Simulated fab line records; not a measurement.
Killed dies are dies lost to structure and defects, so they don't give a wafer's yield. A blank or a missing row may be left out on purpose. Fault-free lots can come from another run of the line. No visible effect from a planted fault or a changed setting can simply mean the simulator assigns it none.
Chamber matching / flow n5_finfet / N5_BEOL_M10_STRIP_19 on rie_diel-05: 4 sister chambers
The step strips in O2. 4 wafers are shown with their chamber, then 7 later ones without.

WAFERS WITH THEIR CHAMBER
wafer=L086.1; chamber=0; showerhead_plenum_p_Torr (Torr)=2.21
wafer=L086.2; chamber=2; showerhead_plenum_p_Torr (Torr)=2.14
wafer=L092.2; chamber=1; showerhead_plenum_p_Torr (Torr)=2.05
wafer=L092.3; chamber=3; showerhead_plenum_p_Torr (Torr)=2.08

WAFERS WITH NO CHAMBER GIVEN
wafer=L092.4; showerhead_plenum_p_Torr (Torr)=2.05
wafer=L094.1; showerhead_plenum_p_Torr (Torr)=2.08
wafer=L094.2; showerhead_plenum_p_Torr (Torr)=2.20
wafer=L094.4; showerhead_plenum_p_Torr (Torr)=2.05
wafer=L093.1; showerhead_plenum_p_Torr (Torr)=2.05
wafer=L093.2; showerhead_plenum_p_Torr (Torr)=2.20
wafer=L093.4; showerhead_plenum_p_Torr (Torr)=2.05

WHICH CHAMBER EACH WENT THROUGH
wafer=L092.4; from the rows above=1; in truth=1
wafer=L094.1; from the rows above=3; in truth=3
wafer=L094.2; from the rows above=0; in truth=0
wafer=L094.4; from the rows above=1; in truth=1
wafer=L093.1; from the rows above=1; in truth=1
wafer=L093.2; from the rows above=0; in truth=0
wafer=L093.4; from the rows above=1; in truth=1
7 of 7 placed correctly. Left unplaced by these rows: 0. Placed wrongly: 0.
How it was worked out, from the rows above alone: a wafer's distance from a chamber is the root of the sum, over the readings, of the square of ((its reading less the chamber's mean) divided by the reading's scatter). If the next closest chamber is less than 2 further off than the closest, the wafer can't be placed; otherwise it belongs to the closest. A chamber's mean is the mean of its shown wafers. The scatter (one wafer shown for each chamber): square how far every hidden wafer sits from the nearest shown wafer, average those squares and take the square root.
